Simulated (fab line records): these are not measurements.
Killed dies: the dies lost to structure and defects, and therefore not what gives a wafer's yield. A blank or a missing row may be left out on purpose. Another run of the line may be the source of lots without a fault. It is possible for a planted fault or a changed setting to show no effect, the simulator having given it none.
Split-lot study | flow n5 finfet | 7 lots, 21 wafers read, on a route of 1938 steps

## ABOUT THE SPLIT
At N5_FIN_SAQP_PECVD_47 (deposits a-Si from SiH4/He, target thk 45 nm, time 36.3 s), the setting time s was moved away from the recipe's 36.3 s on 3 of the 21 wafers read, by -5.2% to +13.1%. For the rest of the wafers, this setting stayed at what the recipe calls for.

## FROM THE SPLIT TO THE READING: what the file shows between them, 4 steps
- N5_FIN_SAQP_PECVD_48: deposits SiNx from SiH4/NH3/N2, target thk 25 nm, time 22.1 s
- N5_FIN_SAQP_PECVD_06: deposits a-Si from SiH4/He, target thk 60 nm, time 48.1 s
- N5_FIN_SAQP_ETCH_57: etches SiNx in CH3F/O2, target depth 32.5 nm, time 46.4 s
- N5_FIN_SAQP_ETCH_65: etches SiO2 in CF4, target depth 4 nm, time 4.4 s

## THE READING
etch.depth nm (the simulator's own value, which no gauge read), in nm, at N5_FIN_SAQP_MANDREL_ETCH_58 (etches a-Si in HBr/Cl2, stops on SiNx, target depth 45 nm, bt time 10 s, time 27 s). There is no usual value for it anywhere in the file. Here, 18 wafers ran the recipe; their average is 45.06 nm with a standard deviation of 0.63 nm.

wafer  | tool, chamber at the split | time s as run, s | against the recipe | etch.depth nm, nm | against lot-mates on the recipe
L076.1 | pecvd-02, 0                | 36.3             | recipe             | 44.33             | -
L076.4 | pecvd-02, 1                | 36.3             | recipe             | 45.42             | -
L076.6 | pecvd-02, 0                | 36.3             | recipe             | 44.91             | -
L079.2 | pecvd-04, 2                | 36.3             | recipe             | 44.88             | -
L079.3 | pecvd-04, 0                | 36.3             | recipe             | 44.65             | -
L079.6 | pecvd-04, 2                | 36.3             | recipe             | 45.86             | -
L081.3 | pecvd-03, 2                | 36.3             | recipe             | 44.57             | -
L081.4 | pecvd-03, 0                | 34.42            | -5.2%              | 42.96             | -1.96
L081.5 | pecvd-03, 1                | 36.3             | recipe             | 45.27             | -
L083.1 | pecvd-03, 1                | 39.83            | +9.7%              | 49.13             | +3.80
L083.3 | pecvd-03, 2                | 36.3             | recipe             | 44.94             | -
L083.6 | pecvd-03, 0                | 36.3             | recipe             | 45.72             | -
L086.1 | pecvd-03, 0                | 36.3             | recipe             | 44.13             | -
L086.2 | pecvd-03, 1                | 41.06            | +13.1%             | 49.93             | +5.87
L086.3 | pecvd-03, 2                | 36.3             | recipe             | 43.99             | -
L088.4 | pecvd-03, 0                | 36.3             | recipe             | 46.54             | -
L088.5 | pecvd-03, 2                | 36.3             | recipe             | 45.46             | -
L088.6 | pecvd-03, 1                | 36.3             | recipe             | 45.61             | -
L089.1 | pecvd-04, 1                | 36.3             | recipe             | 44.67             | -
L089.2 | pecvd-04, 2                | 36.3             | recipe             | 44.8              | -
L089.6 | pecvd-04, 0                | 36.3             | recipe             | 45.29             | -

FIT RESULTS
A straight line over all 21 wafers: etch.depth nm changes by +0.39 nm for each +1% of time s; r = +0.92; the points scatter about the line by 0.62 nm.
The same after taking each lot's own level away (the mean of its wafers on the recipe; 21 wafers): +0.422 nm for each +1%; r = +0.97; scatter 0.41 nm.
The reading moves by 5.5 nm for the largest change in time s, on that fit.
From 44.060 to 45.870 nm: that is the span of the lots' own levels, equal to 2.9 times the standard deviation above.
So the lot-to-lot level changes the slope little: the two slopes agree.
Check: for one of the wafers moved furthest among these (+13.1%), held out of the fit, the line's prediction against its lot-mates is +5.09 nm. Against them it came out at +5.87 nm.

## THE OTHER SPLITS THESE WAFERS WENT THROUGH
Before the reading, these wafers also passed through other splits. Each is held against what the fit with the lots' levels taken away leaves over:
other split on the same wafers         | wafers away from the commonest value | r with etch.depth nm (lot level and that fit taken away)
N5_PMOS_HMC_CHANNEL_EPI_ETCH_32 bias w | 4                                    | -0.25
N5_FIN_SAQP_HM_DEP_03 time s           | 3                                    | +0.20

## THE WHOLE CHAIN: every reading that the file lists as answering this split, in the file's order
step                        | what it does                                                                       | reading                                                                           | change (the file's fit)               | r (the file's)
N5_FIN_SAQP_PECVD_47        | deposits a-Si from SiH4/He, target thk 45 nm, time 36.3 s                          | a-Si_of_FIN_SAQP_PECVD_47.thk nm (the simulator's own value, which no gauge read) | +0.423 nm for each +1% of the setting | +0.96
N5_FIN_SAQP_MANDREL_ETCH_58 | etches a-Si in HBr/Cl2, stops on SiNx, target depth 45 nm, bt time 10 s, time 27 s | etch.depth nm (the simulator's own value, which no gauge read)                    | +0.423 nm for each +1% of the setting | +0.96

## THE FILE'S OWN FIT
etch.depth nm changes by +0.423 nm for each +1% of time s, r = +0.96.
